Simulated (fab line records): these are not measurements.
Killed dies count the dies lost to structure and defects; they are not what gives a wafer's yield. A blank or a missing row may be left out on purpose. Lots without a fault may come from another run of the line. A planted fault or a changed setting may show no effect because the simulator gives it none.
fab line records	flow nand-harc
record: lots: 12	wafers: 36	last-day: 33
route steps=1302 shown A_CONTACT@1081 END@1302
lots untouched by any fault: they come from a run of this same line in which no faults occurred
start-h: the number of hours between the record's first day and the start of the first shown wafer of the lot	wait-h: hours elapsed since this lot's preceding step	" the same as in the row above	L1.1+2: a row that stands for several wafers	- no value present, or no start provided	* or withheld: withheld	< > ~ a bound
route shown NAME@n: names a module that has steps shown in the file, with the first one's number in the route	usual: mean and standard deviation over wafers with no fault	same: alike in all rows	chamber/n: place in a boat	sites: each site's reading	_std_site: standard deviation of those values	_edge_site: outer sites' mean less inner sites'	radius-mm: for every site, how far away it sits from the centre of the wafer	mask NAME#n: copy n	behind: tool/chamber where the wafer was last shaped	hold: what put the lot on hold/how long, in hours/how the hold closed	device: whichever transistor did not switch (one of n, p or np)	end of line: the tests these same wafers got at the end of their route	a step without rows: its recipe alone	killed: not the wafer's yield, but the dies lost to structure and defects at the first sort	map: the dies of a wafer, with x for killed, . for not killed, _ for no die there
set.NAME: the setting the step ran with; set.NAME@STEP: the setting that earlier step ran with	model.NAME: the simulator's own value behind a step, which no gauge read
the route's steps for a sample of lots (tables are steps, rows are wafers)
services: a tool's chamber out of use, with start hour (start-h, from the record's first day; less than 0 if before it), hours out, and reason
== steps ==
step: NHARC_A_CONTACT_DESCUM_13
recipe: time-s: 3	o2-flow-sccm: 200	ar-flow-sccm: 0	bias-power-w: 0	chemistry: O2
usual: chamber-pressure-mTorr: 60.00/0.054	drypump-motor-current-A: 5.8/0.51	oes-product-au: 1.002/0.011	rf-vpp-V: 57.6/0.94	showerhead-plenum-p-Torr: 1.88/0.095	throttle-valve-pct: 11.310/0.0096
lot.wafer	tool	chamber	start-h	wait-h	chamber-pressure-mTorr	drypump-motor-current-A	oes-product-au	rf-hours-counter-h	rf-vpp-V	showerhead-plenum-p-Torr	throttle-valve-pct
L800.3	rie-diel-13	2	509.95	0.1	59.94	5.9	1.002	26	57.6	1.81	11.315
L800.2	"	3	"	"	60.07	5.2	1.003	25	57.6	1.81	11.305
L800.5	"	2	"	"	60.01	5.9	0.992	-	59.3	1.81	11.311
L805.2	rie-diel-13	3	553.93	0.1	59.95	5.1	0.996	6	57.1	1.81	11.317
L805.5	"	3	"	"	59.99	5.1	1.000	-	56.8	1.81	11.321
L805.6	"	0	"	"	59.94	6.5	1.002	-	58.2	2.03	11.315
L806.3	rie-diel-10	3	571.83	0.1	59.96	6.1	1.012	44	57.3	1.92	11.324
L806.4	"	0	"	"	59.91	6.3	1.009	46	58.3	1.87	11.300
L806.6	"	0	"	"	60.01	6.3	1.008	-	56.7	1.87	11.298
L807.4	rie-diel-13	1	595.03	0.1	60.04	5.1	0.986	13	57.6	1.78	11.311
L807.2	"	0	"	"	59.93	6.5	1.005	12	59.9	2.03	11.311
L807.6	"	1	"	"	59.89	5.2	0.992	-	57.5	1.78	11.322
L815.2	rie-diel-13	1	646.52	0.1	59.88	5.1	0.985	21	57.3	1.78	11.307
L815.4	"	2	"	"	59.98	5.9	0.980	23	58.1	1.80	11.305
L815.3	"	3	"	"	60.02	5.1	1.009	23	56.7	1.81	11.313
L816.4	rie-diel-11	3	670.96	0.1	60.01	6.3	1.019	19	58.1	1.94	11.300
L816.6	"	1	"	"	59.93	6.4	1.005	-	58.1	1.93	11.302
L816.5	"	2	"	"	60.09	5.5	1.014	-	58.3	1.81	11.300
L817.3	rie-diel-10	3	675.22	0.1	60.14	6.1	1.017	20	57.3	1.91	11.315
L817.4	"	1	"	"	60.01	6.1	0.987	22	55.8	1.83	11.317
L817.5	"	0	"	"	60.10	6.3	1.013	-	55.6	1.86	11.300
L819.1	rie-diel-11	0	687.31	0.1	60.03	5.3	1.021	25	59.2	2.01	11.304
L819.5	"	0	"	"	59.98	5.3	1.014	-	60.2	2.01	11.306
L819.6	"	1	"	"	60.04	6.4	1.018	-	58.8	1.93	11.324
L818.4	rie-diel-13	2	690.85	0.1	60.01	5.9	0.977	28	56.8	1.80	11.310
L818.3	"	1	"	"	59.96	5.2	0.986	25	55.8	1.78	11.298
L818.5	"	2	"	"	60.01	5.9	0.988	-	57.2	1.80	11.304
L820.1	rie-diel-10	1	703.17	1.7	59.99	6.1	0.999	34	56.8	1.83	11.302
L820.3	"	0	"	"	59.93	6.3	1.003	32	58.3	1.86	11.315
L820.6	"	2	"	"	60.05	5.5	1.012	-	57.6	2.05	11.322
L823.3	rie-diel-13	1	723.90	0.1	59.94	5.2	0.987	4	57.6	1.78	11.320
L823.1	"	2	"	"	59.94	5.9	0.993	3	57.5	1.80	11.297
L823.5	"	1	"	"	60.03	5.1	0.985	-	56.6	1.78	11.313
L822.2	rie-diel-13	0	730.02	0.5	60.09	6.5	1.014	4	56.9	2.02	11.309
L822.4	"	1	"	"	60.06	5.2	0.994	4	56.9	1.78	11.308
L822.5	"	2	"	"	60.07	5.9	0.995	-	58.3	1.80	11.290
step: NHARC_A_CONTACT_ETCH_134
recipe: source-w: withheld	pressure-mtorr: 20	bias-v: withheld	time-s: 140	target-depth-a: 7000	ar-flow-sccm: withheld	c4f8-flow-sccm: withheld	o2-flow-sccm: withheld	chemistry: C4F8/O2/Ar
usual: chamber-pressure-mTorr: 19.998/0.02	oes-air-line-au: 1.004/0.022
lot.wafer	tool	chamber	start-h	wait-h	chamber-pressure-mTorr	oes-air-line-au	rf-hours-counter-h
L800.2	har-cap-etch-02	1	511.12	-	19.970	0.995	83
L800.3	"	0	"	"	19.991	1.030	-
L800.5	"	0	"	"	19.958	1.033	-
L805.2	har-cap-etch-01	1	555.46	-	19.995	0.983	5
L805.6	"	1	"	"	19.986	1.012	-
L805.5	"	0	"	"	19.981	0.956	-
L806.3	har-cap-etch-01	0	573.23	-	20.004	1.040	-
L806.4	"	1	"	"	20.019	1.020	-
L806.6	"	1	"	"	19.987	1.005	-
L807.2	har-cap-etch-03	1	596.18	-	19.987	1.010	59
L807.4	"	0	"	"	20.011	0.984	-
L807.6	"	1	"	"	20.019	1.014	-
L815.2	har-cap-etch-02	0	647.66	-	20.000	1.004	108
L815.4	"	1	"	"	20.006	0.994	-
L815.3	"	0	"	"	19.960	1.017	-
L816.4	har-cap-etch-02	1	672.14	-	20.011	1.023	-
L816.5	"	1	"	"	19.999	0.997	-
L816.6	"	0	"	"	19.972	0.986	-
L817.3	har-cap-etch-02	0	676.41	-	19.993	0.998	-
L817.4	"	1	"	"	19.995	0.992	-
L817.5	"	0	"	"	20.003	0.998	-
L819.1	har-cap-etch-03	0	688.47	-	20.018	1.007	77
L819.6	"	1	"	"	19.981	0.996	-
L819.5	"	0	"	"	20.006	1.021	-
L818.4	har-cap-etch-02	1	692.04	-	19.995	1.007	-
L818.3	"	0	"	"	19.981	1.008	-
L818.5	"	1	"	"	19.975	1.055	-
L820.1	har-cap-etch-02	0	705.03	-	20.023	0.978	117
L820.3	"	0	"	"	19.998	1.012	-
L820.6	"	0	"	"	20.015	0.997	-
L823.1	har-cap-etch-02	1	725.03	-	20.015	1.000	122
L823.3	"	1	"	"	19.995	0.991	-
L823.5	"	1	"	"	19.974	1.030	-
L822.2	har-cap-etch-01	1	731.22	-	19.970	0.977	38
L822.4	"	1	"	"	20.029	0.983	-
L822.5	"	1	"	"	20.013	0.963	-
step: NHARC_A_CONTACT_ETCH_138
recipe: source-w: withheld	pressure-mtorr: 20	bias-v: 1200	time-s: 311	target-depth-a: 19140	ar-flow-sccm: withheld	c4f8-flow-sccm: withheld	o2-flow-sccm: withheld	chemistry: C4F8/O2/Ar
usual: chamber-pressure-mTorr: 20.001/0.019	oes-air-line-au: 1.002/0.02
lot.wafer	tool	chamber	start-h	wait-h	chamber-pressure-mTorr	oes-air-line-au	rf-hours-counter-h
L800.2	har-cap-etch-02	1	512.15	0.2	20.013	1.024	83
L800.3	"	0	"	"	20.032	0.992	-
L800.5	"	0	"	"	20.006	0.971	-
L805.2	har-cap-etch-01	1	556.48	0.2	20.010	1.028	6
L805.6	"	1	"	"	19.992	1.034	-
L805.5	"	0	"	"	19.985	0.993	-
L806.3	har-cap-etch-01	0	574.27	0.2	20.000	1.005	-
L806.4	"	1	"	"	20.015	0.963	-
L806.6	"	1	"	"	19.985	0.992	-
L807.2	har-cap-etch-03	1	597.21	0.2	19.983	1.004	60
L807.4	"	0	"	"	20.024	1.042	-
L807.6	"	1	"	"	19.981	1.020	-
L815.2	har-cap-etch-02	0	648.68	0.2	20.003	0.968	109
L815.4	"	1	"	"	20.012	0.971	-
L815.3	"	0	"	"	19.996	0.994	-
L816.4	har-cap-etch-02	1	673.18	0.2	-	-	-
L816.5	"	1	"	"	-	-	-
L816.6	"	0	"	"	-	-	-
L817.3	har-cap-etch-02	0	677.46	0.2	-	-	-
L817.4	"	1	"	"	-	-	-
L817.5	"	0	"	"	-	-	-
L819.1	har-cap-etch-03	0	689.49	0.2	-	-	-
L819.6	"	1	"	"	-	-	-
L819.5	"	0	"	"	-	-	-
L818.4	har-cap-etch-02	1	693.07	0.2	20.010	1.017	-
L818.3	"	0	"	"	20.014	1.019	-
L818.5	"	1	"	"	20.031	1.008	-
L820.1	har-cap-etch-02	0	706.07	0.2	19.997	0.998	118
L820.3	"	0	"	"	20.000	0.981	-
L820.6	"	0	"	"	19.996	1.005	-
L823.1	har-cap-etch-02	1	726.38	0.3	20.027	0.986	123
L823.3	"	1	"	"	20.004	0.951	-
L823.5	"	1	"	"	19.993	1.013	-
L822.2	har-cap-etch-01	1	732.24	0.2	20.044	0.978	39
L822.4	"	1	"	"	20.019	0.971	-
L822.5	"	1	"	"	19.996	0.993	-
step: NHARC_A_CONTACT_ETCH_139
recipe: source-w: withheld	pressure-mtorr: 20	bias-v: 400	time-s: 195	target-depth-a: 8400	ar-flow-sccm: withheld	c4f8-flow-sccm: 11.5	o2-flow-sccm: 7.2	chemistry: C4F8/O2/Ar
usual: chamber-pressure-mTorr: 20.001/0.019	oes-air-line-au: 1.001/0.018
lot.wafer	tool	chamber	start-h	wait-h	chamber-pressure-mTorr	oes-air-line-au	rf-hours-counter-h
L800.2	har-cap-etch-02	1	512.42	0.2	20.019	1.006	84
L800.3	"	0	"	"	20.011	0.975	-
L800.5	"	0	"	"	19.986	0.997	-
L805.2	har-cap-etch-01	1	556.75	0.2	19.983	1.038	7
L805.6	"	1	"	"	20.015	0.987	-
L805.5	"	0	"	"	20.020	0.985	-
L806.3	har-cap-etch-01	0	574.54	0.2	19.988	0.986	-
L806.4	"	1	"	"	20.024	1.021	-
L806.6	"	1	"	"	19.999	1.007	-
L807.2	har-cap-etch-03	1	597.48	0.2	20.010	1.031	61
L807.4	"	0	"	"	19.997	0.989	-
L807.6	"	1	"	"	19.974	1.007	-
L815.2	har-cap-etch-02	0	648.95	0.2	19.997	0.999	109
L815.4	"	1	"	"	20.014	1.025	-
L815.3	"	0	"	"	20.001	1.029	-
L816.4	har-cap-etch-02	1	673.45	0.2	20.028	1.003	-
L816.5	"	1	"	"	19.996	1.012	-
L816.6	"	0	"	"	20.019	1.005	-
L817.3	har-cap-etch-02	0	677.73	0.2	19.996	0.980	-
L817.4	"	1	"	"	20.021	1.021	-
L817.5	"	0	"	"	19.999	0.996	-
L819.1	har-cap-etch-03	0	689.76	0.2	20.007	1.026	78
L819.6	"	1	"	"	19.998	0.998	-
L819.5	"	0	"	"	20.002	1.023	-
L818.4	har-cap-etch-02	1	693.34	0.2	20.029	0.992	-
L818.3	"	0	"	"	20.019	0.985	-
L818.5	"	1	"	"	19.978	0.985	-
L820.1	har-cap-etch-02	0	706.34	0.2	20.013	1.010	118
L820.3	"	0	"	"	19.989	0.996	-
L820.6	"	0	"	"	19.981	0.995	-
L823.1	har-cap-etch-02	1	726.74	0.3	19.984	0.992	123
L823.3	"	1	"	"	20.002	0.993	-
L823.5	"	1	"	"	19.999	0.979	-
L822.2	har-cap-etch-01	1	732.51	0.2	19.999	0.980	39
L822.4	"	1	"	"	19.968	0.965	-
L822.5	"	1	"	"	20.001	0.992	-
step: NHARC_END_SORT_01
recipe: temp-c: 25
usual: killed-at-array: 53/20	killed-at-other: 1/1.2	killed-at-periphery: 3.7/2.6	killed-dies: 58/20	killed-open: 3.5/1.8	killed-short: 2.4/1.7
same: gross-dies: 677
lot.wafer	tool	chamber	start-h	wait-h	killed-at-array	killed-at-other	killed-at-periphery	killed-dies	killed-open	killed-short
L817.3	prober-01	0	725.73	3.1	677	0	0	677	1	3
L817.4	prober-01	0	726.53	3.4	676	0	1	677	1	1
L817.5	prober-01	0	727.34	3.7	673	1	3	677	7	2
L816.4	prober-02	0	726.52	3.4	671	1	5	677	3	3
L816.5	prober-02	0	727.31	3.7	670	1	6	677	4	2
L816.6	prober-02	0	728.11	4.0	673	1	3	677	5	2
L819.1	prober-02	0	737.99	2.5	677	0	0	677	4	0
L819.5	prober-02	0	741.11	3.6	674	1	2	677	5	3
L819.6	prober-02	0	741.89	3.9	675	1	1	677	4	3
killed by level:class
L817.3 A_CONTACT:area-etch=616 A_CHANNEL_HOLE_D1:chamber-film-flake=34 A_SLIT:chamber-film-flake=17 A_CONTACT:chamber-film-flake=4 A_SOURCE_PLATE:geometric-particle:short=1 A_ONON_D2:geometric-particle:open=1 A_SGD_CUT:geometric-particle:short=1 A_WL_FILL:geometric-particle:short=1
L816.4 A_CONTACT:area-etch=627 A_CHANNEL_HOLE_D1:chamber-film-flake=13 A_CHANNEL_HOLE_D2:chamber-film-flake=10 A_CONTACT:chamber-film-flake=6 A_SLIT:chamber-film-flake=5 P_M1:chamber-film-flake=3 A_CHANNEL_FILL_D2:chamber-film-flake=3 P_M0:geometric-particle:short=1
L817.4 A_CONTACT:area-etch=601 A_SLIT:chamber-film-flake=36 A_CHANNEL_HOLE_D1:chamber-film-flake=32 A_CONTACT:chamber-film-flake=4 A_CHANNEL_FILL_D1:geometric-particle:open=1 A_CHANNEL_FILL_D2:geometric-particle:short=1 P_GATE:chamber-film-flake=1 A_ZERO_WELL:chamber-film-flake=1
L816.5 A_CONTACT:area-etch=636 A_CHANNEL_HOLE_D2:chamber-film-flake=20 A_SLIT:chamber-film-flake=5 A_CHANNEL_HOLE_D1:chamber-film-flake=4 P_GATE:geometric-particle:open=1 P_CONTACT:geometric-particle:open=1 P_M1:geometric-particle:open=1 A_DECK1_JOINT:geometric-particle:open=1
L817.5 A_CONTACT:area-etch=601 A_SLIT:chamber-film-flake=31 A_CHANNEL_HOLE_D1:chamber-film-flake=27 A_WL_FILL:chamber-film-flake=3 A_CHANNEL_FILL_D1:geometric-particle:open=2 A_DECK1_JOINT:chamber-film-flake=2 P_CONTACT:geometric-particle:short=1 P_CONTACT:geometric-particle:open=1
L816.6 A_CONTACT:area-etch=638 A_CHANNEL_HOLE_D2:chamber-film-flake=12 A_CONTACT:chamber-film-flake=6 A_CHANNEL_HOLE_D1:chamber-film-flake=5 A_SLIT:chamber-film-flake=4 A_STAIRCASE:chamber-film-flake=2 A_BONDPAD:chamber-film-flake=2 P_GATE:geometric-particle:open=1
L819.1 A_CONTACT:area-etch=650 A_SLIT:chamber-film-flake=8 A_CHANNEL_HOLE_D2:chamber-film-flake=6 A_CONTACT:chamber-film-flake=3 A_CHANNEL_FILL_D2:geometric-particle:open=2 A_CHANNEL_HOLE_D1:chamber-film-flake=2 A_ONON_D1:geometric-particle:open=1 A_BLC:geometric-particle:open=1
L819.5 A_CONTACT:area-etch=617 A_SLIT:chamber-film-flake=25 A_CHANNEL_HOLE_D2:chamber-film-flake=16 A_STAIRCASE:chamber-film-flake=5 A_CHANNEL_HOLE_D1:chamber-film-flake=3 P_CONTACT:geometric-particle:open=2 A_CHANNEL_FILL_D1:geometric-particle:short=1 A_DECK1_JOINT:geometric-particle:short=1
L819.6 A_CONTACT:area-etch=649 A_SLIT:chamber-film-flake=13 A_CHANNEL_HOLE_D1:chamber-film-flake=3 A_BLC:geometric-particle:open=2 A_M1:geometric-particle:short=2 A_CHANNEL_HOLE_D2:chamber-film-flake=2 P_GATE:geometric-particle:open=1 A_ONON_D2:geometric-particle:open=1
== services ==
tool	chamber	start-h	hours	kind
har-cap-etch-01	-	498.78	17.0	pm
har-cap-etch-01	0	498.78	17.0	vent-cycle
har-cap-etch-01	1	498.78	17.0	vent-cycle
rie-diel-13	2	515.42	8.9	repair
har-cap-etch-01	0	515.78	-	clean
har-cap-etch-01	1	515.78	-	clean
rie-diel-13	-	519.50	9.0	pm
har-cap-etch-03	-	551.01	1.0	repair
rie-diel-13	0	581.21	2.0	repair
rie-diel-10	2	582.99	5.5	repair
rie-diel-10	-	602.53	9.0	pm
rie-diel-11	-	614.31	9.0	pm
rie-diel-10	2	621.33	14.7	repair
rie-diel-11	1	633.94	10.6	repair
rie-diel-13	2	656.08	23.4	repair
rie-diel-13	0	658.12	8.8	repair
rie-diel-13	-	661.48	13.2	repair
har-cap-etch-02	-	680.07	1.0	repair
rie-diel-13	-	681.11	1.4	repair
rie-diel-13	-	696.50	9.0	pm
rie-diel-11	0	711.30	6.6	repair
har-cap-etch-03	-	716.22	0.6	repair
rie-diel-10	1	722.44	14.7	repair
rie-diel-11	0	722.45	6.6	repair
== key ==
first-sign: step: NHARC_A_CONTACT_ETCH_138	reading: tool-record	direction: missing
effect: step: NHARC_END_SORT_01	reading: killed-at-array	direction: up	sigmas: 32	usual: 53	struck: 674
more-kills-born-at: NHARC_A_CONTACT_ETCH_138@har-cap-etch-02: 3719	NHARC_A_CONTACT_ETCH_138@har-cap-etch-03: 1916
met-at NHARC_A_CONTACT_ETCH_138
struck-lots L816,L817,L819
later-rows-left-out L816.4,L816.5,L816.6,L817.3,L817.4,L817.5,L819.1,L819.5,L819.6
tester-left-out L816,L817,L819
not-acting-at NHARC_A_CONTACT_DESCUM_13,NHARC_A_CONTACT_ETCH_134,NHARC_A_CONTACT_ETCH_139
onset-between 648.68 673.18
fault: kind: skipped-step-whole	tool: har-cap-etch-02,har-cap-etch-03	chamber: -	onset-h: 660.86	steps: NHARC_A_CONTACT_ETCH_138	scope: struck-lots-only
tester-left-out: of these lots the tester's yield and bins aren't shown, on N5 and GAA mostly nor the transistor test; their killed dies are dies lost to structure and defects alone, not to doping, threshold or leakage, so they don't give the yield
later-rows-left-out: the simulator's readings of these wafers behind a module that went badly wrong aren't trusted and aren't shown, but for the sort
